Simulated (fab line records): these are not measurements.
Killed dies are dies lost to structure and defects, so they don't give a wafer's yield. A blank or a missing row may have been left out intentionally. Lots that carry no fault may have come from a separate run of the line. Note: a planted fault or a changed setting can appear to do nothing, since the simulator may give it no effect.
Chamber matching :: flow nand_harc :: NHARC_A_BONDPAD_STRIP_15 on rie_diel-12: 4 sister chambers
The step strips in O2. 4 wafers are shown with their chamber, then 7 later ones without.

== WAFERS WITH THEIR CHAMBER ==
wafer: L584.2
chamber: 2
drypump_motor_current_A (A): 5.5

wafer: L586.6
chamber: 3
drypump_motor_current_A (A): 5.8

wafer: L587.4
chamber: 0
drypump_motor_current_A (A): 6.7

wafer: L587.5
chamber: 1
drypump_motor_current_A (A): 6.7

== WAFERS MISSING THEIR CHAMBER ==
wafer: L587.6
drypump_motor_current_A (A): 5.5

wafer: L591.1
drypump_motor_current_A (A): 6.7

wafer: L591.3
drypump_motor_current_A (A): 5.5

wafer: L591.6
drypump_motor_current_A (A): 6.7

wafer: L603.2
drypump_motor_current_A (A): 5.6

wafer: L603.3
drypump_motor_current_A (A): 6.7

wafer: L603.5
drypump_motor_current_A (A): 5.6

== EACH ONE'S CHAMBER ==
wafer: L587.6
from the rows above: 2
in truth: 2

wafer: L591.1
from the rows above: can't be placed: 0 or 1
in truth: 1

wafer: L591.3
from the rows above: 2
in truth: 2

wafer: L591.6
from the rows above: can't be placed: 0 or 1
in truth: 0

wafer: L603.2
from the rows above: can't be placed: 2 or 3
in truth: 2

wafer: L603.3
from the rows above: can't be placed: 0 or 1
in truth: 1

wafer: L603.5
from the rows above: can't be placed: 2 or 3
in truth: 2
2 of 7 placed correctly. From these rows, 5 cannot be placed; in 5 the true chamber is one of the candidates. 0 placed wrongly.
How it was worked out, from the rows above alone: a wafer's distance from a chamber is the root of the sum, over the readings, of the square of ((its reading less the chamber's mean) divided by the reading's scatter). The wafer belongs to the nearest chamber; if the next one is less than 2 further off, it can't be placed. A chamber's mean is the mean of its shown wafers. The scatter: with one shown wafer a chamber, the root of the mean of the squares of how far each hidden wafer lies from its nearest shown one.
